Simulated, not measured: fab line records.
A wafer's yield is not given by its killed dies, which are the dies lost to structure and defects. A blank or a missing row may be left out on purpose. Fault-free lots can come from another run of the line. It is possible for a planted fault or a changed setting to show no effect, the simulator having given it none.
fab line records	flow n5_finfet
[record] lots = 10	wafers = 29	last_day = 19
route steps=1938 shown BEOL_M11@1539 PASSIVATION@1936
lots with no fault: from the same line, run without faults
start_h: the number of hours between the record's first day and the start of the first shown wafer of the lot	wait_h: time in hours since the lot's previous step	" unchanged from the row above	L1.1+2: a single row standing in for several wafers	- value missing, or start not given	* or withheld: withheld	< > ~ a bound
route shown NAME@n: a module of which the file shows steps, and the number in the route of the first	usual: mean/standard deviation of fault-free wafers	same: alike in all rows	chamber/n: place in a boat	sites: each site's reading	_std_site: the standard deviation of these	_edge_site: inner sites' mean taken away from outer sites' mean	radius_mm: for every site, how far away it sits from the centre of the wafer	mask NAME#n: copy n	behind: the most recent tool/chamber to have shaped the wafer	hold: why the lot was held/for how many hours/how that ended	device: the transistor (n, p or np) that didn't switch	end of line: the route-end tests of the same wafers	for a step that has no rows: nothing shown but its recipe	killed: not the wafer's yield, but the dies lost to structure and defects at the first sort	map: dies across one wafer; x = killed, . = not, _ = none there
set.NAME: setting as actually run; set.NAME@STEP: the setting as run at that earlier step	model.NAME: the simulator's own value behind a step, which no gauge read
a sample of lots followed through the steps of the route, with each step as a table and each wafer as a row
services: when a tool's chamber went out of use (start_h, in hours from the record's first day, below 0 if earlier), for how many hours, and the reason
[[steps]]
[step N5_BEOL_M11_PECVD_70]
[recipe] material = SiO2	target_thk_a = 200	temp_c = 400	precursor = TEOS/O2	pressure_torr = 5.5	rf_w = 450	teos_flow_sccm = 53.8	gas = O2	flow_sccm = 3000	time_s = 22.7
[usual] heater_power_w = 766/88	showerhead_plenum_p_Torr = 8.78/0.069	throttle_valve_pct = 22.4/1.4
lot.wafer	tool	chamber	start_h	wait_h	heater_power_w	showerhead_plenum_p_Torr	throttle_valve_pct
L270.1	pecvd-02	2	250.80	0.0	775	8.85	22.2
L270.4	"	1	"	"	663	8.90	24.3
L270.6	"	2	"	"	756	8.86	21.9
L271.1	pecvd-04	1	251.19	0.0	885	8.87	25.1
L271.2	"	0	"	"	743	8.72	22.7
L271.6	"	0	"	"	764	8.73	22.6
L276.2	pecvd-04	0	320.78	0.0	844	8.70	22.6
L276.4	"	1	"	"	989	8.86	25.2
L276.5	"	0	"	"	860	8.74	22.5
L278.1	pecvd-04	1	337.43	0.0	972	8.85	25.0
L278.3	"	1	"	"	991	8.89	25.3
L278.4	"	0	"	"	894	8.71	22.9
L280.1	pecvd-04	0	360.39	0.0	898	8.71	22.5
L280.3	"	0	"	"	891	8.71	22.5
L283.1	pecvd-01	0	361.01	0.0	705	8.74	22.6
L283.2	"	1	"	"	732	8.76	20.2
L283.5	"	2	"	"	703	8.76	21.9
L284.2	pecvd-01	1	394.76	0.0	788	8.77	19.9
L284.3	"	0	"	"	698	8.72	22.2
L284.6	"	1	"	"	799	8.79	20.2
L288.1	pecvd-01	0	394.91	0.0	626	8.73	22.5
L288.2	"	1	"	"	869	8.76	19.9
L288.4	"	2	"	"	731	8.74	22.3
L289.2	pecvd-01	2	405.58	0.0	684	8.77	22.1
L289.4	"	0	"	"	737	8.75	22.3
L289.6	"	1	"	"	863	8.78	20.1
L293.1	pecvd-01	1	410.96	0.0	807	8.77	20.2
L293.5	"	1	"	"	828	8.77	20.1
L293.6	"	2	"	"	726	8.75	22.0
[step N5_BEOL_M11_STRIP_36]
[recipe] chemistry = N2/H2	power_w = 450	temp_c = 40	pressure_mtorr = 20	rf_frequency_hz = 6e+07	overash_fraction = 0.3	bias_power_w = 7	h2_frac = 0.5	n2_flow_sccm = 200	h2_flow_sccm = 200
[usual] drypump_motor_current_A = 5.5/0.39	h2_flow_sccm = 200.0/0.58	oes_product_au = 0.83/0.11	rf_vpp_V = 59.2/2	showerhead_plenum_p_Torr = 2.54/0.11	temp_c = 40.00/0.12	throttle_valve_pct = 23.60/0.29
lot.wafer	tool	chamber	start_h	wait_h	drypump_motor_current_A	h2_flow_sccm	oes_product_au	rf_hours_counter_h	rf_vpp_V	showerhead_plenum_p_Torr	temp_c	throttle_valve_pct
L270.1	rie_diel-02	0	254.16	0.0	5.4	199.5	0.94	22	57.3	2.58	39.91	23.52
L270.4	"	2	"	"	5.5	200.2	1.00	0	61.4	2.50	39.91	23.26
L270.6	"	1	"	"	6.1	200.1	0.72	-	57.3	2.42	40.00	23.46
L271.1	rie_diel-04	0	254.33	0.0	5.8	199.5	0.90	34	57.4	2.49	40.16	23.46
L271.2	"	1	"	"	6.3	199.3	0.67	247	63.4	2.40	39.95	24.06
L271.6	"	0	"	"	5.8	199.6	0.88	-	57.9	2.49	40.03	23.52
L276.2	rie_diel-04	2	325.40	0.0	5.2	200.3	0.69	208	58.6	2.64	40.02	24.00
L276.4	"	0	"	"	5.8	200.2	0.83	-	59.6	2.48	40.01	23.50
L276.5	"	1	"	"	6.3	200.0	0.93	-	57.8	2.71	39.90	23.75
L278.1	rie_diel-04	3	342.83	0.0	5.7	200.2	0.96	4	60.0	2.49	40.14	23.51
L278.3	"	2	"	"	5.3	200.2	0.70	214	58.6	2.64	40.22	24.03
L278.4	"	1	"	"	6.3	200.5	0.93	21	59.0	2.71	39.98	23.78
L280.1	rie_diel-02	1	364.96	0.0	6.1	200.1	0.68	212	57.5	2.41	39.98	23.49
L280.3	"	2	"	"	5.5	199.4	0.97	8	59.0	2.50	40.13	23.27
L283.1	rie_diel-06	2	365.25	0.0	5.3	200.5	0.98	4	63.4	2.61	40.17	23.52
L283.2	"	0	"	"	4.9	199.9	0.79	81	59.9	2.47	40.03	23.50
L283.5	"	0	"	"	5.0	200.3	0.80	-	58.5	2.47	40.05	23.47
L284.2	rie_diel-06	2	401.93	0.0	5.2	199.2	0.96	17	55.3	2.61	39.98	23.53
L284.3	"	0	"	"	4.9	199.5	0.78	93	59.3	2.46	40.14	23.49
L284.6	"	2	"	"	5.2	199.9	0.94	-	59.0	2.61	39.98	23.50
L288.1	rie_diel-06	0	403.91	0.0	4.9	199.8	0.81	93	59.8	2.46	40.01	23.47
L288.2	"	3	"	"	5.3	199.3	0.70	240	60.5	2.40	40.06	23.95
L288.4	"	2	"	"	5.2	199.2	0.93	17	60.5	2.61	40.03	23.56
L289.2	rie_diel-06	2	410.51	0.0	5.2	201.0	0.92	20	56.9	2.61	40.07	23.55
L289.4	"	2	"	"	5.2	201.5	0.96	-	59.8	2.61	39.84	23.50
L289.6	"	3	"	"	5.4	199.6	0.68	-	60.7	2.40	40.15	24.01
L293.1	rie_diel-02	0	413.73	0.0	5.4	199.9	0.88	48	61.1	2.57	39.99	23.58
L293.5	"	0	"	"	5.4	200.0	0.88	-	61.4	2.57	40.09	23.53
L293.6	"	1	"	"	6.0	200.9	0.68	-	61.2	2.41	39.79	23.52
[step N5_BEOL_M11_CD_MEAS_35]
[recipe] target_cd_nm = 70	polarity = opening
[usual] cd_nm = 70.0/0.69
lot.wafer	tool	chamber	start_h	wait_h	cd_nm
L270.1	cd_sem-02	-	254.53	0.0	69.5
L270.4	"	-	"	"	68.9
L270.6	"	-	"	"	69.5
L271.1	cd_sem-02	-	254.70	0.0	69.1
L271.2	"	-	"	"	69.4
L271.6	"	-	"	"	70.2
L276.2	cd_sem-01	-	325.78	0.0	69.7
L276.4	"	-	"	"	69.7
L276.5	"	-	"	"	70.1
L278.1	cd_sem-03	-	343.21	0.0	69.7
L278.3	"	-	"	"	69.8
L278.4	"	-	"	"	70.1
L280.1	cd_sem-01	-	365.33	0.0	68.9
L280.3	"	-	"	"	69.6
L283.1	cd_sem-03	-	365.63	0.0	70.2
L283.2	"	-	"	"	69.2
L283.5	"	-	"	"	69.1
L284.2	cd_sem-02	-	402.31	0.0	70.8
L284.3	"	-	"	"	70.5
L284.6	"	-	"	"	70.4
L288.1	cd_sem-02	-	404.30	0.0	69.6
L288.2	"	-	"	"	70.6
L288.4	"	-	"	"	69.7
L289.2	cd_sem-02	-	410.88	0.0	70.3
L289.4	"	-	"	"	70.6
L289.6	"	-	"	"	70.7
L293.1	cd_sem-03	-	414.11	0.0	70.2
L293.5	"	-	"	"	70.3
L293.6	"	-	"	"	70.7
[step N5_BEOL_M11_SURFACE_TREAT_76]
[recipe] gas = Ar	time_s = *	ion_energy_ev = *	ion_current_ma_cm2 = 0.5	pressure_mtorr = *	ar_flow_sccm = 30
[usual] throttle_valve_pct = *
lot.wafer	tool	chamber	start_h	wait_h	throttle_valve_pct
L270.1	pvd_sputter-03	-	255.59	0.4	*
L270.4	"	-	"	"	*
L270.6	"	-	"	"	*
L271.1	pvd_sputter-03	-	256.03	0.2	*
L271.2	"	-	"	"	*
L271.6	"	-	"	"	*
L276.2	pvd_sputter-02	-	326.57	0.2	*
L276.4	"	-	"	"	*
L276.5	"	-	"	"	*
L278.1	pvd_sputter-03	-	344.44	0.3	*
L278.3	"	-	"	"	*
L278.4	"	-	"	"	*
L280.1	pvd_sputter-03	-	366.25	0.2	*
L280.3	"	-	"	"	*
L283.1	pvd_sputter-03	-	366.49	0.2	*
L283.2	"	-	"	"	*
L283.5	"	-	"	"	*
L284.2	pvd_sputter-01	-	404.60	0.2	*
L284.3	"	-	"	"	*
L284.6	"	-	"	"	*
L288.1	pvd_sputter-03	-	405.15	0.2	*
L288.2	"	-	"	"	*
L288.4	"	-	"	"	*
L289.2	pvd_sputter-03	-	411.79	0.2	*
L289.4	"	-	"	"	*
L289.6	"	-	"	"	*
L293.1	pvd_sputter-03	-	415.39	0.2	*
L293.5	"	-	"	"	*
L293.6	"	-	"	"	*
[step N5_BEOL_M11_CMP_52]
[recipe] stop_on = SiCOH_lowk	t_overpolish_s = 7	down_force_psi = 1	platen_rpm = 50	clearing_platen_down_force_psi = 1.5	clearing_platen_rpm = 50	post_cmp_clean = cu_alkaline	target_thk_nm = 140	clearing_platen_pad_velocity_m_s = 0.99484	pad_velocity_m_s = 0.99484
[usual] barrier_field_endpoint_s = 29.1/0.68	clearing_platen_down_force_psi = 1.500/0.0033	motor_current_A = 6.1/0.36
lot.wafer	tool	chamber	start_h	wait_h	barrier_field_endpoint_s	clearing_platen_down_force_psi	motor_current_A
L270.1	cmp-04	1	256.50	0.3	29.2	1.499	6.3
L270.4	"	0	"	"	27.8	1.508	5.3
L270.6	"	1	"	"	30.1	1.499	5.9
L271.1	cmp-02	0	256.73	0.3	28.7	1.499	6.0
L271.2	"	2	"	"	28.7	1.497	6.6
L271.6	"	0	"	"	28.5	1.498	5.8
L276.4	cmp-01	3	328.24	0.2	29.4	1.494	6.3
L276.2	"	1	"	"	28.5	1.501	6.1
L276.5	"	3	"	"	29.4	1.499	6.3
L278.3	cmp-02	0	346.73	0.2	24.2	1.500	6.0
L278.4	"	1	"	"	27.8	1.496	5.5
L278.1	"	2	"	"	28.4	1.502	6.9
L280.3	cmp-04	2	367.94	0.2	25.9	1.501	5.5
L280.1	"	1	"	"	30.2	1.498	6.2
L283.1	cmp-02	0	368.14	0.3	28.7	1.503	6.2
L283.2	"	2	"	"	29.6	1.493	6.1
L283.5	"	0	"	"	29.0	1.503	6.2
L284.2	cmp-04	2	405.37	0.2	29.0	1.502	5.7
L284.3	"	1	"	"	29.6	1.497	6.1
L284.6	"	3	"	"	29.2	1.498	6.4
L288.1	cmp-04	0	405.99	0.3	28.8	1.499	5.2
L288.2	"	1	"	"	29.7	1.505	6.2
L288.4	"	2	"	"	30.0	1.504	5.9
L289.4	cmp-04	1	412.53	0.2	30.0	1.500	6.2
L289.2	"	3	"	"	28.8	1.501	6.4
L289.6	"	0	"	"	29.4	1.498	5.6
L293.1	cmp-04	2	418.63	0.4	29.2	1.500	5.7
L293.6	"	0	"	"	29.2	1.498	5.6
L293.5	"	1	"	"	30.0	1.503	6.2
[step N5_PASSIVATION_PROBE_49]
[usual] defect_limited_yield = 90.9/1.4	killed_at_M0_to_M3 = 38/11	killed_at_M4_up = 13/5.9	killed_at_contacts = 14/6.4	killed_at_front_end = 38/11	killed_at_other = 3.3/2.5	killed_dies = 107/16	killed_open = 70/12	killed_short = 35/7.7	sort_bin_5_function = 5.3/0.94	sort_bin_6_memory = 3.5/0.7	sort_bin_8_speed = 0.00/0.007	sort_n_pass = 1073/16	sort_yield_pct = 90.9/1.4
[same] gross_dies = 1180	killed_at_back_side = 0	sort_bin_4_leakage[%] = 0
lot.wafer	tool	chamber	start_h	wait_h	defect_limited_yield[%]	killed_at_M0_to_M3	killed_at_M4_up	killed_at_contacts	killed_at_front_end	killed_at_other	killed_dies	killed_open	killed_short	sort_bin_5_function[%]	sort_bin_6_memory[%]	sort_bin_8_speed[%]	sort_n_pass	sort_yield_pct[%]
L283.2	prober-02	-	414.69	0.1	89.4	24	16	23	61	1	125	95	26	5.6	4.7	0	1055	89.4
// killed by level:class
L283.2 MOL_CONTACT_COAG:geometric_particle:open=21 STI_FIN_REVEAL:geometric_particle:open=18 FIN_SAQP:geometric_particle:open=9 DUMMY_GATE:geometric_particle:open=9 FIN_SAQP:geometric_particle:short=6 BEOL_M0_SAQP:geometric_particle:open=5 BEOL_M3:geometric_particle:open=5 BEOL_M0_SAQP:geometric_particle:short=4
[[services]]
tool	chamber	start_h	hours	kind
rie_diel-04	3	236.60	5.9	repair
pvd_sputter-01	-	237.91	1.1	repair
cmp-01	-	251.66	1.4	repair
cmp-01	-	253.25	6.7	pm
rie_diel-02	-	257.06	72.1	repair
cmp-01	-	265.31	4.0	pm
pecvd-01	1	274.17	12.3	repair
pecvd-01	-	275.27	0.9	repair
pecvd-04	2	287.69	4.1	repair
pecvd-04	-	289.55	6.0	pm
rie_diel-04	3	294.15	6.5	repair
pecvd-02	-	298.59	3.4	repair
cmp-04	-	302.98	17.9	repair
cmp-02	-	308.14	9.1	pm
cmp-04	-	320.92	5.8	pm
rie_diel-02	-	329.20	14.6	pm
pecvd-04	2	331.11	30.4	repair
rie_diel-06	3	331.95	2.6	repair
rie_diel-04	-	336.59	4.8	repair
rie_diel-06	-	338.02	0.6	repair
rie_diel-06	0	347.58	3.7	repair
rie_diel-06	-	354.64	4.3	pm
cmp-02	-	361.68	5.7	pm
cmp-02	-	415.99	4.0	pm
[[key]]
[first_sign] step = N5_BEOL_M11_CMP_52	reading = barrier_field_endpoint_s	direction = down	sigmas = 6	usual = 29.1	struck = 25.0
effect none on later readings
met_at N5_BEOL_M11_PECVD_70
struck_lots L278,L280
struck_wafers L278.3,L280.3
not_acting_at N5_BEOL_M11_STRIP_36,N5_BEOL_M11_CD_MEAS_35,N5_BEOL_M11_SURFACE_TREAT_76
onset_between 320.78 337.43
[fault] kind = process_parameter_drift	tool = pecvd-04	chamber = -	onset_h = 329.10	steps = N5_BEOL_M11_PECVD_70	channel = time_s	offset = *	shape = step	end_h = 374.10	scope = struck_wafers_only	acts_in = *	stated = *
